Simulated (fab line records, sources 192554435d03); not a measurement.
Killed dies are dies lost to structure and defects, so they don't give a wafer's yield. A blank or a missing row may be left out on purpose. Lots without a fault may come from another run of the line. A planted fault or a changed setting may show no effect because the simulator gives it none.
Split-lot experiment | flow n5_finfet | 7 lots, 21 wafers read, on a route of 1938 steps

THE SPLIT
At N5_DUMMY_GATE_COAT_28 (time 60 s, resist thk 10 nm), the setting spin_rpm was moved away from the recipe's 1500 rpm on 6 of the 21 wafers read, by -8.6% to +3.3%. The other wafers ran this setting at the recipe's value.

The reading is taken at the split's own step.

THE READING
underlayer_of_DUMMY_GATE_COAT_28.thk_nm (the simulator's own value, which no gauge read), in nm, at N5_DUMMY_GATE_COAT_28 (time 60 s, resist thk 10 nm). The file gives no usual value for it.

wafer  | tool, chamber at the split | spin_rpm as run, rpm | against the recipe | underlayer_of_DUMMY_GATE_COAT_28.thk_nm, nm | against lot-mates on the recipe
L076.2 | litho_track-01, 0          | 1500                 | recipe             | 10                                          | -
L076.3 | litho_track-01, 0          | 1500                 | recipe             | 10                                          | -
L076.4 | litho_track-01, 0          | 1500                 | recipe             | 10                                          | -
L080.1 | litho_track-03, 0          | 1550                 | +3.3%              | 9.8                                         | -0.2
L080.4 | litho_track-03, 0          | 1550                 | +3.3%              | 9.8                                         | -0.2
L080.6 | litho_track-03, 0          | 1500                 | recipe             | 10                                          | -
L081.2 | litho_track-01, 0          | 1377                 | -8.2%              | 10.4                                        | +0.4
L081.4 | litho_track-01, 0          | 1377                 | -8.2%              | 10.4                                        | +0.4
L081.5 | litho_track-01, 0          | 1500                 | recipe             | 10                                          | -
L082.1 | litho_track-03, 0          | 1500                 | recipe             | 10                                          | -
L082.2 | litho_track-03, 0          | 1500                 | recipe             | 10                                          | -
L082.6 | litho_track-03, 0          | 1500                 | recipe             | 10                                          | -
L088.2 | litho_track-01, 0          | 1500                 | recipe             | 10                                          | -
L088.5 | litho_track-01, 0          | 1500                 | recipe             | 10                                          | -
L088.6 | litho_track-01, 0          | 1389                 | -7.4%              | 10.4                                        | +0.4
L095.2 | litho_track-05, 0          | 1500                 | recipe             | 10                                          | -
L095.3 | litho_track-05, 0          | 1500                 | recipe             | 10                                          | -
L095.4 | litho_track-05, 0          | 1500                 | recipe             | 10                                          | -
L097.2 | litho_track-03, 0          | 1371                 | -8.6%              | 10.6                                        | +0.6
L097.4 | litho_track-03, 0          | 1500                 | recipe             | 10                                          | -
L097.5 | litho_track-03, 0          | 1500                 | recipe             | 10                                          | -

THE FIT
A straight line over all 21 wafers: underlayer_of_DUMMY_GATE_COAT_28.thk_nm changes by -0.0563 nm for each +1% of spin_rpm; r = -0.99; the points scatter about the line by 0.034 nm.
The same after taking each lot's own level away (the mean of its wafers on the recipe; 21 wafers): -0.0563 nm for each +1%; r = -0.99; scatter 0.034 nm.
On that fit, the largest move of spin_rpm shifts the reading by 0.48 nm.
The lots' own levels span 10.00 to 10.00 nm.
So the lot-to-lot level changes the slope little: the two slopes agree.
Check: with one of the wafers moved furthest among these (-8.6%) left out of the fit, the line predicts +0.44 nm for it against its lot-mates. It came out at +0.6 nm against them.

OTHER SPLITS ON THESE WAFERS
These wafers also went through other splits before the reading. Each is held against what the fit with the lots' levels taken away leaves over:
other split on the same wafers            | wafers away from the commonest value | r with underlayer_of_DUMMY_GATE_COAT_28.thk_nm (lot level and that fit taken away)
N5_WELL_APT_PEB_23 peb_temp_c             | 6                                    | +0.11
N5_WELL_APT_DEVELOP_24 develop_time_s     | 6                                    | -0.17
N5_PMOS_HMC_CHANNEL_EPI_PEB_07 peb_temp_c | 6                                    | +0.22
N5_FIN_SAQP_ETCH_65 time_s                | 3                                    | +0.00

THE FILE'S OWN FIT
underlayer_of_DUMMY_GATE_COAT_28.thk_nm changes by -0.0583 nm for each +1% of spin_rpm, r = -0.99.
